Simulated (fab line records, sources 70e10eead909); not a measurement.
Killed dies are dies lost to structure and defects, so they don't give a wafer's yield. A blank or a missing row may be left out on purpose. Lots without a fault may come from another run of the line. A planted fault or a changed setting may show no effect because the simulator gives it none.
A struck lot beside a sound one | flow nand_harc | 15 steps out of a route of 1302
Sound: wafers L845.2, L845.5, L845.6. Struck: wafers L857.1, L857.6. (L857.3 of the same lot was not struck and is left out.) The cause comes at the end.
At each step with rows: each side's tool, then ch and its chambers, then its first start. Under that, the readings that differ: sound wafers | struck wafers | difference of the means | sigmas: that difference in standard deviations of wafers without a fault.
alike: readings whose means differ by less than 2 such deviations, and words and numbers that are the same on both sides. not compared: withheld readings, readings that some wafer has no value for, bounds like >300 that may hide the same value, and numbers for which the record gives no deviation and whose values overlap.
The two part at a step that has a row with sigmas, a row that says differs or no value, or rows on one side only. Numbers that don't overlap but have no deviation are shown without sigmas and don't part them. A reading that every wafer of one side lacks parts them only if that side has two wafers or more.

first, 5 steps without rows for these wafers: NHARC_A_CONTACT_SOFTBAKE_64 (time 55 s); NHARC_A_CONTACT_EBR_65; NHARC_A_CONTACT_EXPOSE_66 (exposes mask A CC 2); NHARC_A_CONTACT_PEB_67 (peb time 65 s); NHARC_A_CONTACT_DEVELOP_68 (develop time 35 s).
NHARC_A_CONTACT_CD_MEAS_69: target cd 300 nm.
  sound on cd_sem-01 ch 0, day 24 18:02; struck on cd_sem-01 ch 0, day 28 17:17
  alike: cd_nm
NHARC_A_CONTACT_OVL_MEAS_70:
  sound on overlay-01, day 24 18:07; struck on overlay-02, day 28 17:22
  alike: overlay_x_nm, overlay_y_nm
NHARC_A_CONTACT_INSPECT_71:
  sound on defect_inspect-02, day 24 18:10; struck on defect_inspect-01, day 28 17:25
  reading          | sound    | struck  | difference | sigmas
  raw_defect_count | 32 39 29 | 145 165 | +122       | +4
NHARC_A_CONTACT_DESCUM_74: chemistry O2, time 3 s.
  sound on rie_diel-05 ch 0,3, day 24 18:13; struck on rie_diel-04 ch 1,2, day 28 17:28
  alike: drypump_motor_current_A, oes_product_au, rf_vpp_V, showerhead_plenum_p_Torr, throttle_valve_pct
  not compared: rf_hours_counter_h
NHARC_A_CONTACT_ETCH_75: etches the open film in CF4, target depth 39 nm, time 65 s.
  sound on rie_diel-05 ch 0,3, day 24 18:18; struck on rie_diel-04 ch 1,2, day 28 17:35
  alike: drypump_motor_current_A, oes_product_au, rf_fwd_power_W, rf_vpp_V, showerhead_plenum_p_Torr, throttle_valve_pct
  not compared: rf_hours_counter_h
NHARC_A_CONTACT_ETCH_76: etches the open film in N2/H2, target depth 260 nm, time 475.3 s.
  sound on rie_diel-05 ch 0,1,3; struck on rie_diel-04 ch 3
  alike: drypump_motor_current_A, oes_product_au, rf_fwd_power_W, rf_vpp_V, showerhead_plenum_p_Torr, throttle_valve_pct
  not compared: rf_hours_counter_h
NHARC_A_CONTACT_ETCH_77: etches the open film in CF4/CHF3, target depth 108.9 nm, time 54.5 s.
  sound on rie_diel-05 ch 0,1; struck on rie_diel-04 ch 1,3
  reading            | sound             | struck      | difference | sigmas
  rf_fwd_power_W (W) | 499.0 494.6 495.1 | 492.2 490.3 | -5.0       | -2
  alike: drypump_motor_current_A, oes_product_au, rf_vpp_V, showerhead_plenum_p_Torr, throttle_valve_pct
  not compared: rf_hours_counter_h
NHARC_A_CONTACT_ETCH_78: etches the open film in O2/COS, target depth 5300 nm, time 1378 s.
  sound on rie_diel-05 ch 0,1,3, day 24 19:07; struck on rie_diel-04 ch 1,3, day 28 18:11
  reading               | sound             | struck      | difference | sigmas
  oes_product_au (a.u.) | 0.987 0.997 1.009 | 0.830 0.817 | -0.174     | -18
  alike: drypump_motor_current_A, rf_fwd_power_W, rf_vpp_V, showerhead_plenum_p_Torr, throttle_valve_pct
  not compared: rf_hours_counter_h
NHARC_A_CONTACT_ETCH_124: etches the open film in C4F8/O2/Ar, time 140 s, target depth 700 nm.
  sound on har_cap_etch-01 ch 0,1, day 24 19:45; struck on har_cap_etch-03 ch 0, day 28 19:20
  not compared: rf_hours_counter_h
-- the record jumps here: 2 days lie between the struck wafers' starts before and after (it left off in module A_CONTACT and takes up again in module END, whose first step shown is number 1302 of the route) --
NHARC_END_SORT_01:
  the record has rows for the struck wafers here (prober-02 ch 0, day 31 06:25) and none for the sound ones

WHERE THEY PART
First at NHARC_A_CONTACT_INSPECT_71; last, within this record, at NHARC_END_SORT_01.

WHY: what the simulator had put in
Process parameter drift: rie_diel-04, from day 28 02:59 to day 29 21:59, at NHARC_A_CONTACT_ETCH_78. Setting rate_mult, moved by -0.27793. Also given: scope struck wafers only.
